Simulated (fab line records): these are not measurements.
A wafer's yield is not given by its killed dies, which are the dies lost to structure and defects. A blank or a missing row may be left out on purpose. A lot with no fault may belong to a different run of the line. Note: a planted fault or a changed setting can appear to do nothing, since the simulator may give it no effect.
Struck lot and sound lot, side by side | flow nand harc | 15 steps out of a route of 1302
Sound: wafers L954.2, L954.3, L954.4. Wafers struck: L962.4, L962.5, L962.6. The cause is named last.
Each step with rows lists, per side, the tool, then ch with its chambers, then its first start. Under that, the readings that differ: sound wafers | struck wafers | difference of the means | sigmas: that difference in standard deviations of wafers without a fault.
alike: readings whose means differ by less than 2 such deviations, and words and numbers that are the same on both sides. not compared: withheld readings, readings that some wafer has no value for, bounds like >300 that may hide the same value, and numbers for which the record gives no deviation and whose values overlap.
The two part at a step that has a row with sigmas, a row that says differs or no value, or rows on one side only. Numbers that don't overlap but have no deviation are shown without sigmas and don't part them. A reading that every wafer of one side lacks parts them only if that side has two wafers or more.

first, 8 steps without rows for these wafers: NHARC_P_ZERO_WELL_DEHYDRATE_44 (time 120 s); NHARC_P_ZERO_WELL_HMDS_45 (time 30 s); NHARC_P_ZERO_WELL_COAT_46; NHARC_P_ZERO_WELL_SOFTBAKE_47 (time 95 s); NHARC_P_ZERO_WELL_EBR_48; NHARC_P_ZERO_WELL_EXPOSE_49 (exposes mask P HVPW, target cd 2000 nm); NHARC_P_ZERO_WELL_PEB_50 (peb time 85 s); NHARC_P_ZERO_WELL_DEVELOP_51 (time 70 s).
NHARC_P_ZERO_WELL_CD_MEAS_52 targets a cd of 2000 nm.
  sound on cd sem-02 ch 0, day 4 03:43; struck on cd sem-02 ch 0, day 7 11:56
  alike: cd nm
then, 1 step without rows for these wafers: NHARC_P_ZERO_WELL_HARDBAKE_53 (time 80 s).
NHARC_P_ZERO_WELL_DESCUM_54: chemistry O2, time 3 s.
  sound on rie diel-10 ch 0,1, day 4 03:54; struck on rie diel-03 ch 1,2,3, day 7 12:06
  alike: drypump motor current A, mfc ar sccm, oes product au, rf vpp V, showerhead plenum p Torr, throttle valve pct
  not compared: rf hours counter h
next, for these wafers, 1 step has no rows: NHARC_P_ZERO_WELL_IMPLANT_55.
NHARC_P_ZERO_WELL_IMPLANT_61:
  struck on implanter-01, day 7 12:29; sound on implanter-01 ch 0, day 4 04:16
  no value came back on the struck wafers for beam energy keV, beam on s (s), implant ion amu; on the sound wafers beam energy keV reads 29.981 30.008 29.991
then, 1 step without rows for these wafers: NHARC_P_ZERO_WELL_STRIP_56 (strips in SPM, time 840 s).
-- jump in the record: it breaks off in module P_ZERO_WELL and resumes in module END (first step shown: number 1302 of the route), and 25 days separate the struck wafers' starts before and after --
NHARC_END_SORT_01:
  sound on prober-01 ch 0, day 26 00:50; struck on prober-02 ch 0, day 32 03:06
  reading             | sound    | struck      | difference | sigmas
  killed at periphery | 6 5 1    | 626 616 617 | +616       | +99 or more
  killed dies         | 86 80 87 | 677 677 677 | +593       | +33
  alike: killed at array, killed at other, killed open, killed short

## WHERE THEY PART
At NHARC_P_ZERO_WELL_IMPLANT_61 first; at NHARC_END_SORT_01 last (within this record only).

WHY: whatever the simulator had introduced
Whole step skipped at NHARC_P_ZERO_WELL_IMPLANT_61 on implanter-01, starting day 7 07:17. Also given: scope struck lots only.
